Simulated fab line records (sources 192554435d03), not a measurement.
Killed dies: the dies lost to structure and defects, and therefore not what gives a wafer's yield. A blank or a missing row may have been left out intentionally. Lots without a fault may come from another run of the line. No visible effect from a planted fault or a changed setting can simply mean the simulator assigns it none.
fab line records	flow n5-finfet	part 1 of 2: steps 1 to 3 of 6
record: lots: 21	wafers: 63	last-day: 17
route steps=1938 shown BEOL_M10@1514 BEOL_M11@1554
lots untouched by any fault: they come from a run of this same line in which no faults occurred
start-h: start of the lot's first displayed wafer, in hours after the record's first day	wait-h: how many hours have passed since the lot's step before this one	" same as the row above	L1.1+2: a row that stands for several wafers	- either no value or no given start	* or withheld: withheld	< > ~ a bound
route shown NAME@n: a module of which the file shows steps, and the number in the route of the first	usual: average and standard deviation across the fault-free wafers	same: alike in all rows	chamber/n: place in a boat	sites: each site's reading	_std_site: standard deviation of those values	_edge_site: inner sites' mean taken away from outer sites' mean	radius-mm: how far each site lies from the wafer's centre	mask NAME#n: copy n	behind: tool/chamber where the wafer was last shaped	hold: the reason the lot was held/the length of the hold in hours/how it ended	device: the n, p or np transistor that did not switch	end of line: the route-end tests of the same wafers	where a step has no rows: the recipe by itself	killed: at the first sort, the dies lost to defects and structure; wafer yield is something else	map: the dies of a wafer, with x for killed, . for not killed, _ for no die there
set.NAME: setting as actually run; set.NAME@STEP: the setting as run at that earlier step	model.NAME: the simulator's own value behind a step, which no gauge read
the route's steps for a sample of lots (tables are steps, rows are wafers)
services: from which hour (start-h, from the record's first day; less than 0 if before it) a tool's chamber was out of use, for how many hours, and why
== steps ==
step: N5_BEOL_M10_STRIP_77
recipe: chemistry: N2/H2	time-s: 10	power-w: 450	temp-c: 40	pressure-mtorr: 20	rf-frequency-hz: 6e+07	bias-power-w: 7	n2-flow-sccm: 200	h2-flow-sccm: 200
usual: drypump-motor-current-A: 5.9/0.4	oes-product-au: 0.81/0.099	rf-vpp-V: 59.3/0.73	showerhead-plenum-p-Torr: 2.53/0.063	temp-c: 40.00/0.11	throttle-valve-pct: 23.74/0.25
lot.wafer	tool	chamber	start-h	wait-h	drypump-motor-current-A	oes-product-au	rf-hours-counter-h	rf-vpp-V	showerhead-plenum-p-Torr	temp-c	throttle-valve-pct
L074.1	rie-diel-01	1	-	-	6.6	0.72	206	59.1	2.52	40.18	24.07
L074.3	"	2	"	"	5.9	0.75	153	59.1	2.54	39.99	23.66
L074.5	"	3	"	"	6.1	0.84	-	59.1	2.57	39.94	23.81
L078.1	rie-diel-04	1	-	-	5.7	0.75	159	58.2	2.65	39.85	24.09
L078.2	"	0	"	"	5.4	0.69	246	60.1	2.50	40.09	23.89
L078.3	"	2	"	"	5.2	0.71	210	60.6	2.51	40.02	23.91
L075.3	rie-diel-04	3	-	-	6.0	0.92	20	58.5	2.49	40.00	23.68
L075.5	"	0	"	"	5.4	0.68	-	59.0	2.50	39.96	23.90
L075.6	"	3	"	"	6.0	0.91	-	58.8	2.49	40.08	23.67
L076.1	rie-diel-01	2	-	-	5.9	0.74	173	59.3	2.53	40.20	23.69
L076.4	"	1	"	"	6.7	0.71	219	58.6	2.51	40.23	24.09
L076.5	"	1	"	"	6.6	0.71	-	58.8	2.51	40.10	24.10
L079.2	rie-diel-04	1	-	-	5.7	0.75	170	60.4	2.64	40.07	24.09
L079.3	"	3	"	"	6.1	0.90	29	59.9	2.49	39.92	23.67
L079.5	"	3	"	"	6.1	0.90	-	58.4	2.49	40.01	23.66
L081.2	rie-diel-04	3	-	-	6.0	0.88	37	58.8	2.48	40.03	23.69
L081.4	"	2	"	"	5.2	0.69	229	59.6	2.50	40.06	23.94
L081.5	"	2	"	"	5.2	0.70	-	60.0	2.50	39.88	23.95
L083.1	rie-diel-03	3	-	-	6.2	0.94	18	59.9	2.49	40.05	23.36
L083.3	"	0	"	"	5.5	0.97	10	60.0	2.60	39.87	23.27
L083.5	"	0	"	"	5.5	0.97	-	58.6	2.60	39.82	23.29
L082.3	rie-diel-03	3	-	-	6.1	0.93	20	58.5	2.49	39.79	23.35
L082.4	"	1	"	"	6.0	0.90	21	59.1	2.49	40.04	23.85
L082.5	"	2	"	"	5.8	0.68	-	58.4	2.51	40.09	23.81
L084.1	rie-diel-01	3	-	-	6.1	0.81	92	58.8	2.56	40.06	23.83
L084.3	"	2	"	"	5.9	0.72	184	59.1	2.53	40.08	23.69
L084.5	"	1	"	"	6.7	0.70	-	58.9	2.51	40.10	24.09
L085.2	rie-diel-03	0	-	-	5.5	0.96	12	59.6	2.60	40.00	23.28
L085.4	"	2	"	"	5.8	0.68	225	60.2	2.51	40.19	23.81
L085.5	"	2	"	"	5.8	0.68	-	58.6	2.51	40.03	23.81
L086.2	rie-diel-04	0	-	-	5.4	0.93	11	59.9	2.49	39.82	23.56
L086.4	"	1	"	"	5.7	0.73	184	59.3	2.64	39.87	24.11
L086.6	"	0	"	"	5.4	0.92	-	60.1	2.50	39.97	23.56
L087.2	rie-diel-03	0	-	-	5.5	0.95	19	60.7	2.60	39.92	23.30
L087.3	"	3	"	"	6.2	0.92	28	58.7	2.48	40.05	23.38
L087.4	"	1	"	"	6.0	0.89	29	59.2	2.49	39.94	23.87
L088.3	rie-diel-01	1	-	-	6.6	0.69	239	58.4	2.50	39.97	24.12
L088.4	"	2	"	"	5.9	0.72	193	58.6	2.52	40.08	23.71
L088.5	"	0	"	"	6.5	0.81	-	59.6	2.67	39.84	23.78
L089.1	rie-diel-01	3	-	-	6.1	0.80	101	58.9	2.55	40.03	23.87
L089.3	"	1	"	"	6.7	0.69	240	59.3	2.50	40.03	24.11
L089.4	"	2	"	"	5.9	0.72	193	59.5	2.53	40.11	23.72
L090.1	rie-diel-03	0	-	-	5.5	0.94	24	60.6	2.60	40.06	23.31
L090.2	"	2	"	"	5.8	0.67	237	59.8	2.51	40.05	23.81
L090.3	"	1	"	"	6.0	0.88	33	58.5	2.49	40.08	23.88
L091.1	rie-diel-04	0	-	-	5.4	0.90	23	58.9	2.49	40.17	23.57
L091.2	"	2	"	"	5.2	0.68	247	58.9	2.49	39.81	23.97
L091.5	"	3	"	"	6.0	0.85	-	59.1	2.48	40.05	23.70
L094.2	rie-diel-04	0	-	-	5.4	0.90	25	58.2	2.49	40.26	23.58
L094.3	"	1	"	"	5.7	0.72	197	59.8	2.63	40.03	24.12
L094.5	"	3	"	"	6.0	0.86	-	60.3	2.47	39.98	23.72
L092.1	rie-diel-03	1	-	-	6.0	0.87	38	59.6	2.48	39.99	23.87
L092.4	"	3	"	"	6.1	0.90	-	58.7	2.48	40.11	23.38
L092.5	"	1	"	"	6.0	0.88	-	57.9	2.48	39.97	23.89
L093.1	rie-diel-04	1	-	-	5.7	0.72	197	59.7	2.63	40.07	24.13
L093.2	"	0	"	"	5.4	0.89	25	59.5	2.49	40.05	23.57
L093.5	"	3	"	"	6.0	0.85	-	57.6	2.47	39.91	23.71
L096.1	rie-diel-03	3	-	-	6.1	0.88	47	59.2	2.47	39.96	23.39
L096.2	"	2	"	"	5.8	0.67	244	59.7	2.51	40.02	23.82
L096.6	"	1	"	"	6.0	0.86	-	58.8	2.48	39.84	23.88
L097.1	rie-diel-04	1	-	-	5.7	0.71	207	60.4	2.63	39.98	24.15
L097.2	"	0	"	"	5.4	0.89	32	59.3	2.49	39.97	23.57
L097.4	"	1	"	"	5.7	0.71	-	59.3	2.63	40.26	24.14
step: N5_BEOL_M11_ETCH_62
recipe: chemistry: N2/H2	target: SOC	target-depth-a: 1100	overetch-a: 220	mask-material: SiARC	temp-c: 40	time-s: 165	ion-energy-ev: 200	pressure-mtorr: 30	source-w: 840	bias-w: 150	n2-flow-sccm: 200	h2-flow-sccm: 200
usual: drypump-motor-current-A: 5.8/0.5	oes-product-au: 0.67/0.059	rf-vpp-V: 523.9/2.7	showerhead-plenum-p-Torr: 2.55/0.091	temp-c: 39.98/0.1	throttle-valve-pct: 17.87/0.25
lot.wafer	tool	chamber	start-h	wait-h	drypump-motor-current-A	oes-product-au	rf-hours-counter-h	rf-vpp-V	showerhead-plenum-p-Torr	temp-c	throttle-valve-pct
L074.1	rie-diel-05	3	204.03	0.0	5.7	0.81	2	528.6	2.71	39.78	17.73
L074.3	"	1	"	"	5.8	0.63	188	525.2	2.64	40.16	18.13
L074.5	"	0	"	"	5.6	0.79	-	522.7	2.50	39.81	17.48
L078.1	rie-diel-05	3	241.17	0.0	5.7	0.78	13	528.1	2.71	40.05	17.75
L078.2	"	0	"	"	5.7	0.78	21	521.7	2.49	40.03	17.49
L078.3	"	1	"	"	5.8	0.63	200	526.4	2.63	39.93	18.16
L075.3	rie-diel-02	2	247.71	0.0	5.1	0.67	96	520.9	2.46	40.04	17.66
L075.5	"	0	"	"	5.1	0.74	-	528.2	2.70	39.86	18.03
L075.6	"	3	"	"	6.6	0.75	-	524.0	2.59	40.02	17.44
L076.1	rie-diel-05	0	256.21	0.0	5.7	0.77	24	521.5	2.49	39.99	17.48
L076.4	"	1	"	"	5.8	0.62	203	526.4	2.63	40.16	18.17
L076.5	"	3	"	"	5.8	0.77	-	528.8	2.71	39.90	17.74
L079.2	rie-diel-06	2	262.66	0.0	6.5	0.64	175	525.4	2.52	39.87	17.83
L079.3	"	1	"	"	5.5	0.61	205	519.9	2.42	40.00	17.95
L079.5	"	1	"	"	5.5	0.61	-	518.9	2.42	39.82	17.93
L083.1	rie-diel-06	2	286.08	0.0	6.5	0.64	182	524.6	2.52	39.87	17.85
L083.3	"	0	"	"	5.7	0.70	72	524.7	2.58	40.03	17.63
L083.5	"	0	"	"	5.7	0.69	-	525.5	2.58	40.03	17.61
L081.2	rie-diel-06	3	286.33	0.0	6.6	0.68	109	522.5	2.46	40.06	17.82
L081.4	"	0	"	"	5.7	0.69	72	523.6	2.58	39.98	17.63
L081.5	"	3	"	"	6.6	0.68	-	521.1	2.46	40.08	17.84
L082.3	rie-diel-02	2	287.26	0.0	5.1	0.66	108	520.0	2.46	40.00	17.70
L082.4	"	0	"	"	5.1	0.73	51	526.4	2.70	40.06	18.06
L082.5	"	2	"	"	5.1	0.67	-	521.7	2.46	39.97	17.70
L084.1	rie-diel-05	3	289.58	0.0	5.7	0.75	25	528.0	2.70	40.10	17.77
L084.3	"	2	"	"	5.4	0.61	212	523.3	2.52	40.01	18.29
L084.5	"	2	"	"	5.4	0.61	-	524.4	2.52	40.18	18.30
L085.2	rie-diel-02	1	293.74	0.0	5.6	0.61	197	526.1	2.64	40.08	18.11
L085.4	"	0	"	"	5.1	0.72	53	528.9	2.70	39.91	18.06
L085.5	"	0	"	"	5.1	0.72	-	527.6	2.70	39.96	18.06
L086.2	rie-diel-05	2	302.63	0.0	5.4	0.61	216	522.5	2.52	39.84	18.30
L086.4	"	1	"	"	5.8	0.61	-	527.6	2.63	39.99	18.18
L086.6	"	2	"	"	5.4	0.60	-	524.6	2.52	39.78	18.30
L087.2	rie-diel-05	1	314.97	0.0	5.8	0.61	220	527.1	2.62	39.95	18.17
L087.3	"	3	"	"	5.7	0.76	30	528.4	2.70	39.94	17.79
L087.4	"	2	"	"	5.4	0.60	221	522.7	2.52	40.01	18.30
L088.3	rie-diel-05	0	315.32	0.0	5.7	0.74	42	521.5	2.49	40.17	17.53
L088.4	"	3	"	"	5.8	0.74	30	529.0	2.70	39.82	17.77
L088.5	"	0	"	"	5.7	0.75	-	523.7	2.49	40.01	17.55
L089.1	rie-diel-06	2	317.68	0.0	6.5	0.63	186	523.2	2.52	40.04	17.85
L089.3	"	1	"	"	5.5	0.60	218	519.4	2.41	39.92	17.96
L089.4	"	3	"	"	6.5	0.68	114	519.8	2.46	40.09	17.83
L090.1	rie-diel-06	2	331.97	0.0	6.5	0.64	191	523.8	2.52	39.94	17.85
L090.2	"	1	"	"	5.6	0.60	224	521.3	2.41	39.90	17.97
L090.3	"	3	"	"	6.6	0.67	119	521.3	2.46	40.17	17.86
L091.1	rie-diel-02	1	339.16	0.0	5.6	0.61	214	524.7	2.63	40.05	18.14
L091.2	"	2	"	"	5.1	0.66	127	520.9	2.45	40.00	17.72
L091.5	"	1	"	"	5.6	0.61	-	525.7	2.63	39.93	18.16
L094.2	rie-diel-06	3	345.83	0.0	6.6	0.66	126	521.3	2.46	39.78	17.85
L094.3	"	2	"	"	6.5	0.63	194	522.7	2.52	39.94	17.86
L094.5	"	1	"	"	5.5	0.60	-	519.6	2.41	39.95	17.97
L092.1	rie-diel-02	3	346.99	0.0	6.6	0.70	66	525.0	2.57	39.94	17.49
L092.4	"	1	"	"	5.5	0.60	217	525.9	2.63	40.00	18.15
L092.5	"	0	"	"	5.1	0.70	-	527.5	2.69	40.10	18.10
L093.1	rie-diel-05	0	347.20	0.0	5.6	0.73	52	522.1	2.48	39.89	17.53
L093.2	"	3	"	"	5.7	0.74	40	528.0	2.69	39.81	17.77
L093.5	"	2	"	"	5.4	0.59	-	522.3	2.51	39.90	18.33
L096.1	rie-diel-05	2	362.05	0.0	5.4	0.60	236	524.4	2.51	40.01	18.33
L096.2	"	3	"	"	5.7	0.73	45	528.4	2.69	39.98	17.78
L096.6	"	0	"	"	5.7	0.73	-	522.8	2.48	40.13	17.56
L097.1	rie-diel-06	0	366.99	0.0	5.7	0.68	83	524.9	2.58	39.91	17.65
L097.2	"	3	"	"	6.6	0.66	133	521.7	2.45	40.10	17.88
L097.4	"	1	"	"	5.5	0.59	237	520.2	2.41	39.91	17.98
step: N5_BEOL_M11_STRIP_67
recipe: chemistry: CF4	resist: SiARC	power-w: 300	bias-power-w: 75	pressure-mtorr: 50	cf4-flow-sccm: 150	rf-frequency-hz: 6e+07
usual: drypump-motor-current-A: 5.8/0.49	oes-product-au: 0.79/0.07	rf-vpp-V: 271.2/1.4	showerhead-plenum-p-Torr: 1.80/0.062	throttle-valve-pct: 13.60/0.25
lot.wafer	tool	chamber	start-h	wait-h	drypump-motor-current-A	oes-product-au	rf-hours-counter-h	rf-vpp-V	showerhead-plenum-p-Torr	throttle-valve-pct
L074.1	rie-diel-05	3	204.18	0.0	5.7	0.96	2	272.9	1.92	13.37
L074.3	"	1	"	"	5.8	0.75	188	271.4	1.86	13.77
L074.5	"	0	"	"	5.6	0.94	-	269.2	1.76	13.10
L078.1	rie-diel-05	3	241.31	0.0	5.7	0.92	14	272.8	1.91	13.41
L078.2	"	0	"	"	5.7	0.92	21	269.9	1.76	13.14
L078.3	"	1	"	"	5.8	0.74	200	271.5	1.85	13.80
L075.3	rie-diel-02	2	247.86	0.0	5.1	0.80	96	270.1	1.74	13.47
L075.5	"	0	"	"	5.1	0.87	-	273.7	1.90	13.72
L075.6	"	3	"	"	6.5	0.88	-	269.8	1.82	13.22
L076.1	rie-diel-05	0	256.35	0.0	5.6	0.90	24	270.9	1.76	13.15
L076.4	"	1	"	"	5.8	0.74	203	271.7	1.85	13.79
L076.5	"	3	"	"	5.7	0.91	-	273.4	1.91	13.40
L079.2	rie-diel-06	2	262.80	0.0	6.5	0.75	176	272.4	1.79	13.77
L079.3	"	1	"	"	5.6	0.73	205	269.4	1.71	13.65
L079.5	"	1	"	"	5.5	0.73	-	268.9	1.71	13.65
L083.1	rie-diel-06	2	286.22	0.0	6.5	0.74	182	272.1	1.79	13.79
L083.3	"	0	"	"	5.7	0.82	72	272.5	1.81	13.31
L083.5	"	0	"	"	5.7	0.82	-	271.1	1.81	13.31
L081.2	rie-diel-06	3	286.47	0.0	6.6	0.81	109	270.5	1.74	13.61
L081.4	"	0	"	"	5.7	0.82	72	272.9	1.81	13.28
L081.5	"	3	"	"	6.5	0.80	-	270.9	1.74	13.61
L082.3	rie-diel-02	2	287.41	0.0	5.1	0.79	108	270.7	1.73	13.50
L082.4	"	0	"	"	5.1	0.85	51	272.1	1.90	13.73
L082.5	"	2	"	"	5.0	0.79	-	270.3	1.73	13.48
L084.1	rie-diel-05	3	289.73	0.0	5.7	0.89	25	272.0	1.91	13.43
L084.3	"	2	"	"	5.4	0.71	212	272.2	1.77	13.97
L084.5	"	2	"	"	5.4	0.72	-	271.1	1.77	14.00
L085.2	rie-diel-02	1	293.88	0.0	5.5	0.72	197	272.1	1.85	13.77
L085.4	"	0	"	"	5.1	0.85	54	273.2	1.90	13.75
L085.5	"	0	"	"	5.1	0.85	-	272.9	1.90	13.76
L086.2	rie-diel-05	2	302.78	0.0	5.4	0.72	216	270.8	1.77	13.98
L086.4	"	1	"	"	5.8	0.72	-	274.8	1.85	13.84
L086.6	"	2	"	"	5.4	0.72	-	272.3	1.77	13.98
L087.2	rie-diel-05	1	315.11	0.0	5.8	0.72	220	272.0	1.85	13.82
L087.3	"	3	"	"	5.7	0.88	30	272.5	1.91	13.46
L087.4	"	2	"	"	5.4	0.71	221	269.4	1.77	14.00
L088.3	rie-diel-05	0	315.47	0.0	5.6	0.88	42	269.7	1.75	13.19
L088.4	"	3	"	"	5.8	0.89	30	274.0	1.91	13.45
L088.5	"	0	"	"	5.6	0.87	-	270.0	1.75	13.19
L089.1	rie-diel-06	2	317.82	0.0	6.5	0.74	186	271.3	1.79	13.78
L089.3	"	1	"	"	5.5	0.71	218	269.2	1.71	13.68
L089.4	"	3	"	"	6.6	0.80	114	270.3	1.74	13.61
L090.1	rie-diel-06	2	332.11	0.0	6.5	0.74	191	271.9	1.79	13.80
L090.2	"	1	"	"	5.5	0.71	224	269.0	1.71	13.69
L090.3	"	3	"	"	6.5	0.79	119	271.7	1.73	13.61
L091.1	rie-diel-02	1	339.30	0.0	5.6	0.70	214	271.6	1.85	13.77
L091.2	"	2	"	"	5.1	0.77	127	269.3	1.73	13.53
L091.5	"	1	"	"	5.6	0.72	-	274.0	1.85	13.78
L094.2	rie-diel-06	3	345.98	0.0	6.5	0.79	126	269.9	1.73	13.65
L094.3	"	2	"	"	6.5	0.75	194	272.3	1.79	13.80
L094.5	"	1	"	"	5.5	0.71	-	268.2	1.70	13.70
L092.1	rie-diel-02	3	347.13	0.0	6.6	0.84	66	271.8	1.81	13.31
L092.4	"	1	"	"	5.5	0.71	217	273.2	1.85	13.78
L092.5	"	0	"	"	5.1	0.82	-	272.0	1.89	13.80
L093.1	rie-diel-05	0	347.35	0.0	5.6	0.86	52	269.4	1.75	13.21
L093.2	"	3	"	"	5.7	0.87	40	272.4	1.90	13.47
L093.5	"	2	"	"	5.4	0.70	-	269.8	1.77	14.03
L096.1	rie-diel-05	2	362.19	0.0	5.4	0.70	236	271.2	1.77	14.04
L096.2	"	3	"	"	5.7	0.86	45	272.9	1.90	13.47
L096.6	"	0	"	"	5.6	0.86	-	270.1	1.75	13.22
L097.1	rie-diel-06	0	367.13	0.0	5.7	0.80	84	271.2	1.81	13.34
L097.2	"	3	"	"	6.6	0.78	133	269.7	1.73	13.67
L097.4	"	1	"	"	5.5	0.71	237	270.3	1.70	13.72
